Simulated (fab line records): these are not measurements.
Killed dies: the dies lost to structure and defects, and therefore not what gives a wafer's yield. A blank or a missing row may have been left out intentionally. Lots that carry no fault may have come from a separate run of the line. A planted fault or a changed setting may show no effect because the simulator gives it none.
Matching of chambers || flow n5-finfet || N5_BEOL_M8_DEP_56 on pecvd-01: 3 sister chambers
The step deposits SiCN from 3MS/NH3, target thk 10 nm, time 17.5 s. 6 wafers are shown with their chamber, then 7 later ones without.

## WAFERS WITH THEIR CHAMBER
{"wafer": "L077.6", "chamber": 2, "throttle-valve-pct (%)": 8.6, "showerhead-plenum-p-Torr (Torr)": 3.682}
{"wafer": "L082.3", "chamber": 0, "throttle-valve-pct (%)": 9.4, "showerhead-plenum-p-Torr (Torr)": 3.644}
{"wafer": "L082.5", "chamber": 0, "throttle-valve-pct (%)": 9.3, "showerhead-plenum-p-Torr (Torr)": 3.655}
{"wafer": "L082.6", "chamber": 1, "throttle-valve-pct (%)": 9.3, "showerhead-plenum-p-Torr (Torr)": 3.642}
{"wafer": "L087.1", "chamber": 1, "throttle-valve-pct (%)": 9.2, "showerhead-plenum-p-Torr (Torr)": 3.661}
{"wafer": "L087.2", "chamber": 2, "throttle-valve-pct (%)": 8.6, "showerhead-plenum-p-Torr (Torr)": 3.674}

## WAFERS WITH NO CHAMBER GIVEN
{"wafer": "L087.5", "throttle-valve-pct (%)": 9.1, "showerhead-plenum-p-Torr (Torr)": 3.655}
{"wafer": "L089.2", "throttle-valve-pct (%)": 8.4, "showerhead-plenum-p-Torr (Torr)": 3.668}
{"wafer": "L089.3", "throttle-valve-pct (%)": 9.3, "showerhead-plenum-p-Torr (Torr)": 3.659}
{"wafer": "L089.5", "throttle-valve-pct (%)": 8.4, "showerhead-plenum-p-Torr (Torr)": 3.681}
{"wafer": "L095.2", "throttle-valve-pct (%)": 9.4, "showerhead-plenum-p-Torr (Torr)": 3.652}
{"wafer": "L095.3", "throttle-valve-pct (%)": 8.6, "showerhead-plenum-p-Torr (Torr)": 3.668}
{"wafer": "L095.6", "throttle-valve-pct (%)": 9.4, "showerhead-plenum-p-Torr (Torr)": 3.653}

## THE CHAMBER EACH PASSED THROUGH
{"wafer": "L087.5", "from the rows above": "can't be placed: 1 or 0", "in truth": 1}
{"wafer": "L089.2", "from the rows above": 2, "in truth": 2}
{"wafer": "L089.3", "from the rows above": "can't be placed: 1 or 0", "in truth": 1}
{"wafer": "L089.5", "from the rows above": 2, "in truth": 2}
{"wafer": "L095.2", "from the rows above": "can't be placed: 0 or 1", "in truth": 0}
{"wafer": "L095.3", "from the rows above": 2, "in truth": 2}
{"wafer": "L095.6", "from the rows above": "can't be placed: 0 or 1", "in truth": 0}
Correctly placed: 3 of 7. Not placeable from these rows: 4 (in 4, the candidates include the true chamber). Number placed wrongly: 0.
How it was worked out, from the rows above alone: a wafer's distance from a chamber is the root of the sum, over the readings, of the square of ((its reading less the chamber's mean) divided by the reading's scatter). If the next closest chamber is less than 2 further off than the closest, the wafer can't be placed; otherwise it belongs to the closest. A chamber's mean is the mean of its shown wafers. How the scatter is found: for the shown wafers, subtract from each reading the mean of its chamber, square and add these, divide the total by (wafers less chambers), then take the root.
